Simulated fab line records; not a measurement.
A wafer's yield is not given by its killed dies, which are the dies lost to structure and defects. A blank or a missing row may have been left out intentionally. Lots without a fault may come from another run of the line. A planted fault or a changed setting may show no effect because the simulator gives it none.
Split-lot study ; flow n5Finfet ; on a route of 1938 steps: 7 lots, 21 wafers read

## THE SPLIT
At N5_BEOL_M5_HM_DEP_02 (deposits TiN, target thk 20 nm), the setting targetThkA was moved away from the recipe's 200 angstrom on 8 of the 21 wafers read, by -7.3% to +11.7%. For the rest of the wafers, this setting stayed at what the recipe calls for.

## FROM THE SPLIT TO THE READING: what the file shows between them, 13 steps
- N5_BEOL_M5_COAT_71: time 60 s, resist thk 5 nm (also split here: spinRpm)
- N5_BEOL_M5_COAT_05: resist thk 30 nm
- N5_BEOL_M5_EBR_07
- N5_BEOL_M5_DESCUM_16: chemistry O2, time 7 s
- N5_BEOL_M5_ETCH_72: etches underlayer in N2/H2, target depth 6.5 nm, time 5.2 s
- N5_BEOL_M5_ETCH_61: etches SiARC in CF4, target depth 15.6 nm, time 26 s
- N5_BEOL_M5_ETCH_62: etches SOC in N2/H2, target depth 75 nm, overetch 15 nm, time 112.5 s
- N5_BEOL_M5_STRIP_73: strips in N2/H2
- N5_BEOL_M5_STRIP_64: strips in CF4
- N5_BEOL_M5_HM_OPEN_17: chemistry Cl2/BCl3, target TiN, target depth 20 nm, overetch 6 nm
- N5_BEOL_M5_STRIP_19: strips in O2
- N5_BEOL_M5_STRIP_85: strips in C4F6/O2
- N5_BEOL_M5_STRIP_36: strips in N2/H2

## THE READING
TiN_of_BEOL_M5_HM_DEP_02.thkNm (the simulator's own value, which no gauge read), in nm, at N5_BEOL_M5_TRENCH_ETCH_37 (etches SiCOH lowk in C4F6/O2, target depth 71.652 nm, time 24.7 s). The file gives no usual value for it. The 13 wafers here that ran the recipe average 18.0 nm, standard deviation 0.27 nm.

wafer;tool, chamber at the split;targetThkA as run, angstrom;against the recipe;TiN_of_BEOL_M5_HM_DEP_02.thkNm, nm;against lot-mates on the recipe
L075.1;pvdSputter-03, -;223.4;+11.7%;20.2;+2.4
L075.3;pvdSputter-03, -;223.4;+11.7%;20;+2.2
L075.4;pvdSputter-03, -;200;recipe;17.8;-
L083.1;pvdSputter-02, -;200;recipe;18.4;-
L083.3;pvdSputter-02, -;200;recipe;18.2;-
L083.4;pvdSputter-02, -;200;recipe;18;-
L085.1;pvdSputter-03, -;200;recipe;17.6;-
L085.3;pvdSputter-03, -;200;recipe;17.8;-
L085.4;pvdSputter-03, -;200;recipe;17.8;-
L088.1;pvdSputter-02, -;208.4;+4.2%;18.6;+0.8
L088.3;pvdSputter-02, -;208.4;+4.2%;19;+1.2
L088.6;pvdSputter-02, -;200;recipe;17.8;-
L091.1;pvdSputter-01, -;200;recipe;18;-
L091.4;pvdSputter-01, -;213.9;+7.0%;19.6;+1.6
L091.5;pvdSputter-01, -;213.9;+7.0%;19.2;+1.2
L096.1;pvdSputter-02, -;200;recipe;18.4;-
L096.5;pvdSputter-02, -;200;recipe;18.2;-
L096.6;pvdSputter-02, -;200;recipe;18.2;-
L095.3;pvdSputter-03, -;185.5;-7.3%;16.6;-1.0
L095.4;pvdSputter-03, -;185.5;-7.3%;16.6;-1.0
L095.6;pvdSputter-03, -;200;recipe;17.6;-

THE FIT
A straight line over all 21 wafers: TiN_of_BEOL_M5_HM_DEP_02.thkNm changes by +0.188 nm for each +1% of targetThkA; r = +0.97; the points scatter about the line by 0.24 nm.
The same after taking each lot's own level away (the mean of its wafers on the recipe; 21 wafers): +0.183 nm for each +1%; r = +0.98; scatter 0.17 nm.
The reading moves by 2.1 nm for the largest change in targetThkA, on that fit.
Across the lots, their own levels run from 17.60 to 18.27 nm, a range of 2.5 times the standard deviation given above.
Consequently the slope shifts little with the lot-to-lot level, the two slopes agreeing.
Check: +2.16 nm against its lot-mates is what the line predicts for one of the wafers moved furthest among these (+11.7%) when that wafer is left out of the fit. Against them it came out at +2.4 nm.

## OTHER SPLITS ON THESE WAFERS
Before the reading, these wafers also passed through other splits. Each is held against what the fit with the lots' levels taken away leaves over:
other split on the same wafers;wafers away from the commonest value;r with TiN_of_BEOL_M5_HM_DEP_02.thkNm (lot level and that fit taken away)
N5_BEOL_M4_EXPOSE_08 doseMj;7;+0.13
N5_BEOL_M5_COAT_71 spinRpm;8;-0.20

## THE WHOLE CHAIN: every reading that the file lists as answering this split, in the file's order
step;what it does;reading;change (the file's fit);r (the file's)
N5_BEOL_M5_HM_DEP_02;deposits TiN, target thk 20 nm;TiN_of_BEOL_M5_HM_DEP_02.thkNm (the simulator's own value, which no gauge read);+0.178 nm for each +1% of the setting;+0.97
N5_BEOL_M5_HM_OPEN_17;chemistry Cl2/BCl3, target TiN, target depth 20 nm, overetch 6 nm;etch.depthNm (the simulator's own value, which no gauge read);+0.189 nm for each +1% of the setting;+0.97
N5_BEOL_M5_TRENCH_ETCH_37;etches SiCOH lowk in C4F6/O2, target depth 71.652 nm, time 24.7 s;TiN_of_BEOL_M5_HM_DEP_02.thkNm (the simulator's own value, which no gauge read);+0.188 nm for each +1% of the setting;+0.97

## THE FILE'S OWN FIT
TiN_of_BEOL_M5_HM_DEP_02.thkNm changes by +0.188 nm for each +1% of targetThkA, r = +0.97.
